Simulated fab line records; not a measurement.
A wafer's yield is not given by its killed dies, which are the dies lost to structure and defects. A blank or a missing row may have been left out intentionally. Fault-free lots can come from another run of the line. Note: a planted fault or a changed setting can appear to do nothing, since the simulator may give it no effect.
Chamber matching || flow nand_harc || NHARC_A_CHANNEL_FILL_D1_ALD_16 on ald_hk-03: 4 sister chambers
The step deposits SiO2, target thk 1.5 nm, pulse time 10 s, ald cycles 15. 18 wafers are shown with their chamber, then 9 later ones without.

== EACH WAFER AND ITS CHAMBER ==
{"wafer": "L078.3", "chamber": 0, "heater_power_w (W)": 479, "precursor_pulse_height_rel": 1.002}
{"wafer": "L078.5", "chamber": 3, "heater_power_w (W)": 473, "precursor_pulse_height_rel": 0.981}
{"wafer": "L078.6", "chamber": 0, "heater_power_w (W)": 469, "precursor_pulse_height_rel": 0.995}
{"wafer": "L079.4", "chamber": 3, "heater_power_w (W)": 493, "precursor_pulse_height_rel": 0.959}
{"wafer": "L079.5", "chamber": 0, "heater_power_w (W)": 472, "precursor_pulse_height_rel": 1.001}
{"wafer": "L079.6", "chamber": 3, "heater_power_w (W)": 477, "precursor_pulse_height_rel": 1.014}
{"wafer": "L083.1", "chamber": 0, "heater_power_w (W)": 452, "precursor_pulse_height_rel": 1.002}
{"wafer": "L083.3", "chamber": 1, "heater_power_w (W)": 429, "precursor_pulse_height_rel": 0.998}
{"wafer": "L083.6", "chamber": 3, "heater_power_w (W)": 486, "precursor_pulse_height_rel": 0.978}
{"wafer": "L084.1", "chamber": 2, "heater_power_w (W)": 445, "precursor_pulse_height_rel": 0.996}
{"wafer": "L084.2", "chamber": 1, "heater_power_w (W)": 423, "precursor_pulse_height_rel": 1.009}
{"wafer": "L084.5", "chamber": 1, "heater_power_w (W)": 436, "precursor_pulse_height_rel": 1.006}
{"wafer": "L085.2", "chamber": 2, "heater_power_w (W)": 446, "precursor_pulse_height_rel": 1.022}
{"wafer": "L085.3", "chamber": 0, "heater_power_w (W)": 470, "precursor_pulse_height_rel": 1.010}
{"wafer": "L085.6", "chamber": 3, "heater_power_w (W)": 477, "precursor_pulse_height_rel": 1.016}
{"wafer": "L089.1", "chamber": 1, "heater_power_w (W)": 436, "precursor_pulse_height_rel": 0.965}
{"wafer": "L089.2", "chamber": 0, "heater_power_w (W)": 470, "precursor_pulse_height_rel": 0.979}
{"wafer": "L089.4", "chamber": 2, "heater_power_w (W)": 453, "precursor_pulse_height_rel": 0.964}

SIGNATURES, as means of the wafers listed above
{"reading": "heater_power_w", "chamber 0": 468.67, "chamber 1": 431.00, "chamber 2": 448.00, "chamber 3": 481.20, "scatter within a chamber": 7.65}
{"reading": "precursor_pulse_height_rel", "chamber 0": 0.99817, "chamber 1": 0.99450, "chamber 2": 0.99400, "chamber 3": 0.98960, "scatter within a chamber": 0.0205}
Rule: for each reading, subtract the chamber's mean from the wafer's reading, divide by that reading's scatter and square the result; add these up over the readings and take the root, which gives the wafer's distance from the chamber. If the next closest chamber is less than 2 further off than the closest, the wafer can't be placed; otherwise it belongs to the closest. The scatter: the root of (the sum of the squares of (reading less its chamber's mean) over the shown wafers, divided by (wafers less chambers)).

== WAFERS WITH NO CHAMBER GIVEN ==
{"wafer": "L091.1", "heater_power_w (W)": 439, "precursor_pulse_height_rel": 1.000}
{"wafer": "L091.4", "heater_power_w (W)": 451, "precursor_pulse_height_rel": 1.008}
{"wafer": "L091.5", "heater_power_w (W)": 445, "precursor_pulse_height_rel": 0.996}
{"wafer": "L095.2", "heater_power_w (W)": 486, "precursor_pulse_height_rel": 1.009}
{"wafer": "L095.4", "heater_power_w (W)": 449, "precursor_pulse_height_rel": 0.977}
{"wafer": "L095.6", "heater_power_w (W)": 448, "precursor_pulse_height_rel": 0.990}
{"wafer": "L097.1", "heater_power_w (W)": 447, "precursor_pulse_height_rel": 1.012}
{"wafer": "L097.2", "heater_power_w (W)": 493, "precursor_pulse_height_rel": 1.005}
{"wafer": "L097.6", "heater_power_w (W)": 475, "precursor_pulse_height_rel": 0.975}

== THE CHAMBER EACH PASSED THROUGH ==
{"wafer": "L091.1", "from the rows above": "can't be placed: 1 or 2", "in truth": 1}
{"wafer": "L091.4", "from the rows above": "can't be placed: 2 or 0 or 1", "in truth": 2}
{"wafer": "L091.5", "from the rows above": "can't be placed: 2 or 1", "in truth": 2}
{"wafer": "L095.2", "from the rows above": "can't be placed: 3 or 0", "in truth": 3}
{"wafer": "L095.4", "from the rows above": "can't be placed: 2 or 1 or 0", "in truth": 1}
{"wafer": "L095.6", "from the rows above": 2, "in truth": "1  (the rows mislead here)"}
{"wafer": "L097.1", "from the rows above": "can't be placed: 2 or 1", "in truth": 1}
{"wafer": "L097.2", "from the rows above": "can't be placed: 3 or 0", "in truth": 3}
{"wafer": "L097.6", "from the rows above": "can't be placed: 3 or 0", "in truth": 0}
Correct placement for 0 of the 9. Unplaceable from these rows: 8, with the true chamber sitting among the candidates in 8. 1 placed wrongly.
